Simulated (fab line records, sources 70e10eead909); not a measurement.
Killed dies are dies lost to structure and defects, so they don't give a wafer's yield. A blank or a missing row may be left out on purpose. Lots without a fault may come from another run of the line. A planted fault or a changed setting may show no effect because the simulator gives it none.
Which tool did it? | flow nand_harc | 12 lots, 36 wafers sampled, at 2 steps of a route of 1159

WHAT THE GAUGES READ, wafer by wafer
NHARC_A_CONTACT_INSPECT_23.
lot  | measured     | on                | raw_defect_count
L075 | day 17 14:35 | defect_inspect-02 | 531 814 564
L077 | day 17 19:06 | defect_inspect-02 | 612 515 447
L079 | day 18 23:34 | defect_inspect-01 | 403 372 452
L082 | day 19 11:28 | defect_inspect-01 | 433 388 423
L083 | day 19 22:40 | defect_inspect-01 | 535 617 1122
L087 | day 20 09:28 | defect_inspect-02 | 300 441 299
L086 | day 20 20:00 | defect_inspect-01 | 488 414 244
L089 | day 20 22:50 | defect_inspect-02 | 446 479 328
L090 | day 21 19:43 | defect_inspect-02 | 475 428 392
L094 | day 22 10:18 | defect_inspect-01 | 923 953 666
L095 | day 22 18:13 | defect_inspect-01 | 602 665 695
L097 | day 23 11:44 | defect_inspect-02 | 359 376 320

WHICH TOOL RAN EACH LOT (tool, then ch and the chambers of the sampled wafers, then the start)
lot  | NHARC_A_CONTACT_ETCH_135
L075 | har_cap_etch-01 ch 0,1, day 17 06:04
L077 | har_cap_etch-03 ch 0,1, day 17 10:05
L079 | har_cap_etch-01 ch 0,1, day 18 17:51
L082 | har_cap_etch-02 ch 0,1, day 19 01:22
L083 | har_cap_etch-03 ch 0,1, day 19 19:09
L087 | har_cap_etch-02 ch 0,1, day 20 03:05
L086 | har_cap_etch-01 ch 0,1, day 20 15:37
L089 | har_cap_etch-01 ch 0,1, day 20 18:47
L090 | har_cap_etch-02 ch 0,1, day 21 06:23
L094 | har_cap_etch-03 ch 0,1, day 22 04:38
L095 | har_cap_etch-01 ch 0,1, day 22 10:55
L097 | har_cap_etch-02 ch 0,1, day 23 02:32
- NHARC_A_CONTACT_ETCH_135: etches the open film in C4F8/O2/Ar, time 132 s, target depth 1287 nm.

THE ANSWER, worked out from the rows above alone
Rule: what is usual is taken from the lots themselves. Put in order of their means at a reading, lots are off if they are a third of the lots or fewer, leave a main group of 4 or more, and stand apart from it by a gap of 3 or more times the standard deviation of the main group's means; of several such gaps the widest counts. A main group whose means are all the same, to the digits that the tables above print for the reading, isn't used. A lot without any number at a reading at which 4 lots or more have one is off too. The other lots that the step has rows for count as sound.
No lot is off at any reading shown: from this, nothing can be told.

WHAT THE SIMULATOR HAD PUT IN
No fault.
